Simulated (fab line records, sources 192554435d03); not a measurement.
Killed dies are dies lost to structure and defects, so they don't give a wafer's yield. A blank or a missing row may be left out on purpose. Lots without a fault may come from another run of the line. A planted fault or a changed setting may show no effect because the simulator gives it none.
A struck lot beside a sound one | flow n5_finfet | 36 steps out of a route of 1938
Sound: wafers L563.1, L563.2, L563.5. Struck: wafer L561.2. (L561.3, L561.5 of the same lot were not struck and are left out.) The cause comes at the end.
At each step with rows: each side's tool, then ch and its chambers, then its first start. Under that, the readings that differ: sound wafers | struck wafers | difference of the means | sigmas: that difference in standard deviations of wafers without a fault.
alike: readings whose means differ by less than 2 such deviations, and words and numbers that are the same on both sides. not compared: withheld readings, readings that some wafer has no value for, bounds like >300 that may hide the same value, and numbers for which the record gives no deviation and whose values overlap.
The two part at a step that has a row with sigmas, a row that says differs or no value, or rows on one side only. Numbers that don't overlap but have no deviation are shown without sigmas and don't part them. A reading that every wafer of one side lacks parts them only if that side has two wafers or more.

first, 9 steps without rows for these wafers: N5_BEOL_M11_ALD_74 (deposits TaN, target thk 2 nm, pulse time 2 s, purge time 3 s); N5_BEOL_M11_SURFACE_TREAT_76; N5_BEOL_M11_CVD_75 (deposits Co from CCTBA/H2, target thk 2 nm, time 138.9 s); N5_BEOL_M11_SPUTTER_48 (material Cu, target thk 12 nm, time 2 s); N5_BEOL_M11_ECD_50 (material Cu, target thk 318 nm); N5_BEOL_M11_ANNEAL_51 (time 90 s); N5_BEOL_M11_CMP_52 (polishes, stops on SiCOH lowk, t overpolish 7 s, target thk 140 nm); N5_BEOL_M11_PRE_CLEAN_55 (time 15 s); N5_BEOL_M11_DEP_56 (deposits SiCN from 3MS/NH3, target thk 30 nm, time 10.5 s).
N5_BEOL_M12_ILD_DEP_00: deposits SiOC from DEMS/O2, target thk 658.92 nm, time 130.7 s.
  sound on pecvd-04 ch 1,2, day 16 17:17; struck on pecvd-01 ch 0, day 16 03:10
  reading                                       | sound             | struck | difference | sigmas
  model.SiOC_of_BEOL_M12_ILD_DEP_00.thk_nm (nm) | 652.4 656.6 662.8 | 870.6  | +213.3     |
  alike: heater_power_w, showerhead_plenum_p_Torr, throttle_valve_pct
  not compared: since_wet_clean_h
N5_BEOL_M12_THK_MEAS_01:
  sound on film_metro-01, day 16 17:25; struck on film_metro-01, day 16 03:19
  reading          | sound       | struck | difference | sigmas
  M12_ILD_THK (nm) | 653 656 663 | 871    | +214       | +28
then, 10 steps without rows for these wafers: N5_BEOL_M12_COAT_58 (time 60 s, resist thk 89 nm); N5_BEOL_M12_COAT_04 (resist thk 400 nm); N5_BEOL_M12_EBR_06; N5_BEOL_M12_SOFTBAKE_05 (time 60 s); N5_BEOL_M12_EXPOSE_07 (exposes mask V11); N5_BEOL_M12_PEB_08 (peb time 90 s); N5_BEOL_M12_DEVELOP_09 (develop time 45 s); N5_BEOL_M12_HARDBAKE_14 (time 120 s); N5_BEOL_M12_DESCUM_15 (chemistry O2, time 7.9 s); N5_BEOL_M12_ETCH_59 (etches BARC in N2/H2, target depth 89 nm, overetch 26.7 nm, time 67.9 s).
N5_BEOL_M12_VIA_ETCH_16: etches SiOC in C4F8/O2/Ar, target depth 724.8 nm.
  sound on rie_diel-03 ch 1,2, day 16 18:02; struck on rie_diel-05 ch 3, day 16 03:59
  reading                                    | sound             | struck | difference | sigmas
  model.etch.depth_nm (nm)                   | 652.5 656.6 662.7 | 870.5  | +213.2     |
  model.coat_of_BEOL_M12_COAT_04.thk_nm (nm) | 125.4 122.4 123.2 | 57.4   | -66.3      |
  alike: drypump_motor_current_A, mfc_ar_sccm, oes_product_au, rf_vpp_V, showerhead_plenum_p_Torr, throttle_valve_pct
N5_BEOL_M12_STRIP_63: strips in N2/H2.
  sound on plasma_asher-02 ch 0,1, day 16 18:17; struck on plasma_asher-02 ch 1, day 16 04:11
  reading                      | sound             | struck | difference | sigmas
  oes_product_au (a.u.)        | 0.699 0.691 0.691 | 0.674  | -0.020     | -4
  strip_time_to_endpoint_s (s) | 43.1 42.4 42.5    | 23.9   | -18.8      | -24
  alike: drypump_motor_current_A, heater_power_w
  not compared: rf_hours_counter_h
then, 12 steps without rows for these wafers: N5_BEOL_M12_STRIP_64 (strips in N2/H2); N5_BEOL_M12_STRIP_71 (strips in post etch residue remover, time 60 s); N5_BEOL_M12_SRD_72 (time 30 s, dry time 30 s); N5_BEOL_M12_COAT_65 (time 60 s, resist thk 300 nm); N5_BEOL_M12_COAT_66 (time 60 s, resist thk 110 nm); N5_BEOL_M12_COAT_22 (resist thk 300 nm); N5_BEOL_M12_EBR_24; N5_BEOL_M12_SOFTBAKE_23 (time 60 s); N5_BEOL_M12_EXPOSE_25 (exposes mask M12); N5_BEOL_M12_PEB_26 (peb time 90 s); N5_BEOL_M12_DEVELOP_27 (develop time 45 s); N5_BEOL_M12_HARDBAKE_32 (time 120 s).
N5_BEOL_M12_CMP_49: polishes, stops on SiOC, t overpolish 20.6 s, target thk 320 nm.
  sound on cmp-02 ch 1,3, day 16 22:14; struck on cmp-02 ch 1, day 16 07:37
  reading                                       | sound             | struck | difference | sigmas
  model.SiOC_of_BEOL_M12_ILD_DEP_00.thk_nm (nm) | 592.2 597.4 604.6 | 810.4  | +212.3     |
  alike: clearing_platen_down_force_psi, motor_current_A, slurry_flow_ml_min

WHERE THEY PART
First at N5_BEOL_M12_THK_MEAS_01; last, within this record, at N5_BEOL_M12_STRIP_63. Later steps at which nothing parts them and some readings are alike: N5_BEOL_M12_CMP_49.

WHY: what the simulator had put in
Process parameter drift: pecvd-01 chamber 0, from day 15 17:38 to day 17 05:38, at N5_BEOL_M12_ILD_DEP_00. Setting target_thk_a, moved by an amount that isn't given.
